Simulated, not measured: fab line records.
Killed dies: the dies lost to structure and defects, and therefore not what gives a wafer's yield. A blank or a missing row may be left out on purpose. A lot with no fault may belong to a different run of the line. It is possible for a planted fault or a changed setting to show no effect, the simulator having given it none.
Matching of chambers / flow n5_finfet / N5_SD_EPI_P_SD_RECESS_17 on rie_si-02 has 4 sister chambers
The step chemistry HBr/Cl2/O2, target depth 39.1 nm, bt time 3 s. 16 wafers are shown with their chamber, then 8 later ones without.

== WAFERS PAIRED WITH THEIR CHAMBERS ==
wafer=L075.1; chamber=1; drypump_motor_current_A (A)=5.5; throttle_valve_pct (%)=36.98; oes_product_au (a.u.)=0.995
wafer=L075.3; chamber=0; drypump_motor_current_A (A)=5.1; throttle_valve_pct (%)=36.96; oes_product_au (a.u.)=1.035
wafer=L075.5; chamber=0; drypump_motor_current_A (A)=5.1; throttle_valve_pct (%)=36.98; oes_product_au (a.u.)=1.026
wafer=L077.2; chamber=1; drypump_motor_current_A (A)=5.5; throttle_valve_pct (%)=36.98; oes_product_au (a.u.)=0.989
wafer=L077.3; chamber=3; drypump_motor_current_A (A)=5.8; throttle_valve_pct (%)=36.84; oes_product_au (a.u.)=0.992
wafer=L077.6; chamber=0; drypump_motor_current_A (A)=5.2; throttle_valve_pct (%)=36.98; oes_product_au (a.u.)=1.033
wafer=L079.1; chamber=3; drypump_motor_current_A (A)=5.8; throttle_valve_pct (%)=36.84; oes_product_au (a.u.)=0.983
wafer=L079.2; chamber=2; drypump_motor_current_A (A)=4.8; throttle_valve_pct (%)=37.14; oes_product_au (a.u.)=0.996
wafer=L079.5; chamber=2; drypump_motor_current_A (A)=4.8; throttle_valve_pct (%)=37.13; oes_product_au (a.u.)=0.985
wafer=L080.1; chamber=2; drypump_motor_current_A (A)=4.8; throttle_valve_pct (%)=37.13; oes_product_au (a.u.)=0.989
wafer=L080.4; chamber=2; drypump_motor_current_A (A)=4.8; throttle_valve_pct (%)=37.15; oes_product_au (a.u.)=0.995
wafer=L080.5; chamber=1; drypump_motor_current_A (A)=5.5; throttle_valve_pct (%)=36.99; oes_product_au (a.u.)=0.991
wafer=L083.1; chamber=1; drypump_motor_current_A (A)=5.5; throttle_valve_pct (%)=36.97; oes_product_au (a.u.)=0.997
wafer=L083.3; chamber=2; drypump_motor_current_A (A)=4.9; throttle_valve_pct (%)=37.15; oes_product_au (a.u.)=1.001
wafer=L083.5; chamber=3; drypump_motor_current_A (A)=5.8; throttle_valve_pct (%)=36.83; oes_product_au (a.u.)=0.979
wafer=L093.2; chamber=1; drypump_motor_current_A (A)=5.5; throttle_valve_pct (%)=36.99; oes_product_au (a.u.)=0.995

SIGNATURES, as means of the wafers listed above
reading=drypump_motor_current_A; chamber 0=5.133; chamber 1=5.500; chamber 2=4.820; chamber 3=5.800; scatter within a chamber=0.035
reading=throttle_valve_pct; chamber 0=36.9733; chamber 1=36.9820; chamber 2=37.1400; chamber 3=36.8367; scatter within a chamber=0.00919
reading=oes_product_au; chamber 0=1.03133; chamber 1=0.99340; chamber 2=0.99320; chamber 3=0.98467; scatter within a chamber=0.00527
Rule: a wafer lies at a distance from a chamber equal to the root of the sum of squares, over the readings, of (its reading less the chamber's mean, divided by the reading's scatter). The wafer belongs to the nearest chamber; if the next one is less than 2 further off, it can't be placed. The scatter is the square root of a quotient: the sum, over the shown wafers, of each reading's squared deviation from its chamber's mean, divided by wafers minus chambers.

== WAFERS MISSING THEIR CHAMBER ==
wafer=L093.4; drypump_motor_current_A (A)=4.8; throttle_valve_pct (%)=37.14; oes_product_au (a.u.)=0.991
wafer=L093.6; drypump_motor_current_A (A)=5.5; throttle_valve_pct (%)=36.98; oes_product_au (a.u.)=0.993
wafer=L092.1; drypump_motor_current_A (A)=5.2; throttle_valve_pct (%)=36.96; oes_product_au (a.u.)=1.031
wafer=L092.2; drypump_motor_current_A (A)=5.5; throttle_valve_pct (%)=37.00; oes_product_au (a.u.)=0.992
wafer=L092.3; drypump_motor_current_A (A)=5.8; throttle_valve_pct (%)=36.84; oes_product_au (a.u.)=0.991
wafer=L096.1; drypump_motor_current_A (A)=5.2; throttle_valve_pct (%)=36.98; oes_product_au (a.u.)=1.029
wafer=L096.4; drypump_motor_current_A (A)=5.5; throttle_valve_pct (%)=36.98; oes_product_au (a.u.)=0.990
wafer=L096.5; drypump_motor_current_A (A)=4.8; throttle_valve_pct (%)=37.15; oes_product_au (a.u.)=0.996

== EACH ONE'S CHAMBER ==
wafer=L093.4; from the rows above=2; in truth=2
wafer=L093.6; from the rows above=1; in truth=1
wafer=L092.1; from the rows above=0; in truth=0
wafer=L092.2; from the rows above=1; in truth=1
wafer=L092.3; from the rows above=3; in truth=3
wafer=L096.1; from the rows above=0; in truth=0
wafer=L096.4; from the rows above=1; in truth=1
wafer=L096.5; from the rows above=2; in truth=2
Correctly placed: 8 of 8. Number that these rows cannot place: 0. 0 placed wrongly.
